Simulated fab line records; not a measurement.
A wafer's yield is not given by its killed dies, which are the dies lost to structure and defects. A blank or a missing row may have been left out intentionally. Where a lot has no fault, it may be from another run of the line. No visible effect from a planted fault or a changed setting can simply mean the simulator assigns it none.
Split-lot trial | flow n5-finfet | 39 wafers read across 7 lots, on a route 1938 steps long

== SPLIT DETAILS ==
At N5_FIN_SAQP_PECVD_06 (deposits a-Si from SiH4/He, target thk 60 nm, time 48.1 s), the setting time-s was moved away from the recipe's 48.1 s on 15 of the 39 wafers read, by +19.7% to +44.8%. This setting was run at the recipe's value on the other wafers.

== FROM THE SPLIT TO THE READING: what the file shows between them, 5 steps ==
- N5_FIN_SAQP_THK_MEAS_07
- N5_FIN_SAQP_HM_DEP_72: deposits SiO2 from SiH4/N2O, target thk 12 nm, time 7.2 s
- N5_FIN_SAQP_COAT_49: time 60 s, resist thk 100 nm
- N5_FIN_SAQP_HM_OPEN_73: chemistry CHF3/O2, target SiO2, stops on a-Si, target depth 12 nm, time 16.8 s
- N5_FIN_SAQP_STRIP_74: strips in CHF3/O2

== THE READING ==
oes-product-au, in a.u., at N5_FIN_SAQP_MANDREL_ETCH_22 (etches a-Si in HBr/Cl2, stops on SiNx, target depth 60 nm, bt time 10 s, time 30 s). A value of 0.762 a.u. with a standard deviation of 0.013 a.u. is what fault-free wafers of this fab line usually give.

wafer  | tool, chamber at the split | time-s as run, s | against the recipe | oes-product-au, a.u. | against lot-mates on the recipe
L075.1 | pecvd-01, 2                | 48.1             | recipe             | 0.763                | -
L075.2 | pecvd-01, 1                | 48.1             | recipe             | 0.746                | -
L075.3 | pecvd-01, 0                | 62.19            | +29.3%             | 0.887                | +0.124
L075.4 | pecvd-01, 1                | 48.1             | recipe             | 0.779                | -
L075.5 | pecvd-01, 2                | 62.19            | +29.3%             | 0.907                | +0.144
L075.6 | pecvd-01, 0                | 62.19            | +29.3%             | 0.922                | +0.159
L080.2 | pecvd-01, 1                | 48.1             | recipe             | 0.736                | -
L080.5 | pecvd-01, 2                | 48.1             | recipe             | 0.775                | -
L080.6 | pecvd-01, 1                | 48.1             | recipe             | 0.771                | -
L084.1 | pecvd-01, 0                | 48.1             | recipe             | 0.736                | -
L084.2 | pecvd-01, 1                | 48.1             | recipe             | 0.747                | -
L084.3 | pecvd-01, 2                | 69.66            | +44.8%             | 0.967                | +0.215
L084.4 | pecvd-01, 1                | 48.1             | recipe             | 0.772                | -
L084.5 | pecvd-01, 2                | 69.66            | +44.8%             | 0.985                | +0.233
L084.6 | pecvd-01, 0                | 69.66            | +44.8%             | 0.954                | +0.202
L089.1 | pecvd-03, 2                | 48.1             | recipe             | 0.749                | -
L089.2 | pecvd-03, 1                | 48.1             | recipe             | 0.773                | -
L089.3 | pecvd-03, 0                | 48.1             | recipe             | 0.760                | -
L089.4 | pecvd-03, 0                | 48.1             | recipe             | 0.737                | -
L089.5 | pecvd-03, 2                | 48.1             | recipe             | 0.765                | -
L089.6 | pecvd-03, 1                | 48.1             | recipe             | 0.769                | -
L090.1 | pecvd-03, 1                | 48.1             | recipe             | 0.769                | -
L090.2 | pecvd-03, 2                | 48.1             | recipe             | 0.760                | -
L090.3 | pecvd-03, 0                | 48.1             | recipe             | 0.763                | -
L090.4 | pecvd-03, 2                | 57.57            | +19.7%             | 0.878                | +0.114
L090.5 | pecvd-03, 0                | 57.57            | +19.7%             | 0.863                | +0.099
L090.6 | pecvd-03, 1                | 57.57            | +19.7%             | 0.865                | +0.101
L092.1 | pecvd-02, 1                | 60.07            | +24.9%             | 0.889                | +0.116
L092.2 | pecvd-02, 2                | 48.1             | recipe             | 0.757                | -
L092.3 | pecvd-02, 0                | 60.07            | +24.9%             | 0.878                | +0.105
L092.4 | pecvd-02, 1                | 48.1             | recipe             | 0.783                | -
L092.5 | pecvd-02, 0                | 60.07            | +24.9%             | 0.867                | +0.094
L092.6 | pecvd-02, 2                | 48.1             | recipe             | 0.778                | -
L096.1 | pecvd-03, 1                | 48.1             | recipe             | 0.760                | -
L096.2 | pecvd-03, 2                | 62.65            | +30.2%             | 0.909                | +0.151
L096.3 | pecvd-03, 0                | 48.1             | recipe             | 0.750                | -
L096.4 | pecvd-03, 0                | 62.65            | +30.2%             | 0.876                | +0.118
L096.5 | pecvd-03, 2                | 62.65            | +30.2%             | 0.908                | +0.150
L096.6 | pecvd-03, 1                | 48.1             | recipe             | 0.765                | -

FIT RESULTS
A straight line over all 39 wafers: oes-product-au changes by +0.00471 a.u. for each +1% of time-s; r = +0.98; the points scatter about the line by 0.014 a.u.
The same after taking each lot's own level away (the mean of its wafers on the recipe; 39 wafers): +0.00476 a.u. for each +1%; r = +0.98; scatter 0.014 a.u.
Per that fit: largest time-s move, reading shift of 0.21 a.u.
The lots' own levels span 0.7517 to 0.7727 a.u., that is 1.6 times the standard deviation above.
The two slopes are in agreement: the lot-to-lot level therefore moves the slope only a little.
Check: with one of the wafers moved furthest among these (+44.8%) left out of the fit, the line predicts +0.213 a.u. for it against its lot-mates. It came out at +0.215 a.u. against them.

== OTHER SPLITS APPLIED TO THESE WAFERS ==
Note: prior to the reading, these wafers also went through further splits. Each is held against what the fit with the lots' levels taken away leaves over:
other split on the same wafers          | wafers away from the commonest value | r with oes-product-au (lot level and that fit taken away)
N5_ZERO_LAYER_DEVELOP_10 develop-time-s | 9                                    | +0.22

== THE WHOLE CHAIN: every reading that the file lists as answering this split, in the file's order ==
step                        | what it does                                                                       | reading                                                                           | change (the file's fit)                   | r (the file's)
N5_FIN_SAQP_PECVD_06        | deposits a-Si from SiH4/He, target thk 60 nm, time 48.1 s                          | a-Si_of_FIN_SAQP_PECVD_06.thk-nm (the simulator's own value, which no gauge read) | +0.616 nm for each +1% of the setting     | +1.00
N5_FIN_SAQP_THK_MEAS_07     |                                                                                    | thk-nm                                                                            | withheld for each +1% of the setting      | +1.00
N5_FIN_SAQP_MANDREL_ETCH_22 | etches a-Si in HBr/Cl2, stops on SiNx, target depth 60 nm, bt time 10 s, time 30 s | oes-product-au                                                                    | +0.00476 a.u. for each +1% of the setting | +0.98
N5_FIN_SAQP_MANDREL_ETCH_22 | etches a-Si in HBr/Cl2, stops on SiNx, target depth 60 nm, bt time 10 s, time 30 s | etch.depth-nm (the simulator's own value, which no gauge read)                    | +0.616 nm for each +1% of the setting     | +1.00

== FILE'S OWN FIT ==
oes-product-au changes by +0.00476 a.u. for each +1% of time-s, r = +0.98.
